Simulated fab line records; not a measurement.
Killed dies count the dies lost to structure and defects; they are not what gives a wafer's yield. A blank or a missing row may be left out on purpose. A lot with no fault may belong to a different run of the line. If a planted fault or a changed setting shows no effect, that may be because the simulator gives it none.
Comparing a struck lot with a sound one || flow nandHarc || 15 steps out of a route of 1302
Sound: wafers L194.1, L194.5, L194.6. Struck: wafers L183.1, L183.4. (L183.3 of the same lot was not struck and is left out.) The cause comes at the end.
Order at every step that has rows: each side's tool, ch and its chambers, its first start. Under that, the readings that differ: sound wafers || struck wafers || difference of the means || sigmas: that difference in standard deviations of wafers without a fault.
alike: a reading whose means differ by less than 2 such deviations, as well as words and numbers matching on both sides. not compared: withheld readings; readings where some wafer has no value; bounds like >300 that might hide an equal value; numbers whose values overlap and for which the record gives no deviation.
A row with sigmas, a row that says differs or no value, or rows on one side alone: a step with any of these is where the two part. When numbers do not overlap yet have no deviation, they are printed without sigmas and do not part them. Lack of a reading on every wafer of one side parts them only where that side has two or more wafers.

first, 4 steps without rows for these wafers: NHARC_A_M1_EBR_05; NHARC_A_M1_EXPOSE_06 (exposes mask A M1, target cd 120 nm); NHARC_A_M1_PEB_07 (peb time 65 s); NHARC_A_M1_DEVELOP_08 (develop time 35 s).
NHARC_A_M1_CD_MEAS_09: target cd 120 nm.
  sound on cdSem-03 ch 0, day 31 09:52; struck on cdSem-01 ch 0, day 26 17:46
{"reading": "cdNm (nm)", "sound": "120.7 120.9 120.3", "struck": "118.6 119.9", "difference": -1.4, "sigmas": -2}
NHARC_A_M1_OVL_MEAS_10: pitch 240 nm.
  struck on overlay-02, day 26 17:51; sound on overlay-02, day 31 09:58
  alike: overlayXNm, overlayYNm
NHARC_A_M1_INSPECT_11:
  struck on defectInspect-02, day 26 17:53; sound on defectInspect-02, day 31 09:59
{"reading": "rawDefectCount", "sound": "125 126 146", "struck": "31 53", "difference": -90, "sigmas": -2}
NHARC_A_M1_DESCUM_14: chemistry O2, time 3 s.
  sound on rieDiel-10 ch 0,2,3, day 31 10:05; struck on rieDiel-01 ch 0,3, day 26 17:56
  alike: drypumpMotorCurrentA, oesProductAu, rfVppV, showerheadPlenumPTorr, throttleValvePct
  not compared: rfHoursCounterH
NHARC_A_M1_ETCH_35: etches the open film in N2/H2, target depth 40 nm, overetch 12 nm, time 43.94 s.
  sound on rieDiel-10 ch 0,1,3, day 31 10:10; struck on rieDiel-01 ch 0,1, day 26 18:02
  alike: biasW, drypumpMotorCurrentA, n2FlowSccm, oesProductAu, rfVppV, showerheadPlenumPTorr, throttleValvePct
  not compared: rfHoursCounterH
NHARC_A_M1_ETCH_15: etches the open film in C4F8/Ar, target depth 182.5 nm, time 91.2 s.
  sound: rieDiel-10 ch 0,1; struck: rieDiel-01 ch 2,3
  alike: biasW, oesProductAu, rfVppV
  not compared: rfHoursCounterH
NHARC_A_M1_CD_MEAS_16:
  struck on cdSem-01, day 26 18:15; sound on cdSem-02, day 31 10:22
  alike: cdNm
NHARC_A_M1_STRIP_18: strips in N2/H2.
  sound on rieDiel-10 ch 0,3, day 31 10:28; struck on rieDiel-05 ch 0,1, day 26 18:19
  alike: drypumpMotorCurrentA, n2FlowSccm, oesProductAu, rfVppV, showerheadPlenumPTorr, throttleValvePct
  not compared: rfHoursCounterH
NHARC_A_M1_ETCH_28: etches the open film in CF4/N2, target depth 30 nm, time 72.99 s.
  sound on rieDiel-10 ch 0,2,3, day 31 10:41; struck on rieDiel-05 ch 0,3, day 26 18:34
{"reading": "oesProductAu (a.u.)", "sound": "1.000 1.006 0.994", "struck": "0.827 0.839", "difference": -0.167, "sigmas": -15}
  alike: biasW, drypumpMotorCurrentA, n2FlowSccm, rfVppV, showerheadPlenumPTorr, throttleValvePct
  not compared: rfHoursCounterH
then, 1 step without rows for these wafers: NHARC_A_M1_STRIP_19 (strips in post etch residue remover, time 600 s).
NHARC_END_SORT_01:
  only the struck wafers appear in the record here, on prober-01 ch 0 at day 28 06:44; the sound ones have no rows

## WHERE THEY PART
Last at NHARC_END_SORT_01 as far as this record goes, first at NHARC_A_M1_CD_MEAS_09.

WHY: whatever the simulator had introduced
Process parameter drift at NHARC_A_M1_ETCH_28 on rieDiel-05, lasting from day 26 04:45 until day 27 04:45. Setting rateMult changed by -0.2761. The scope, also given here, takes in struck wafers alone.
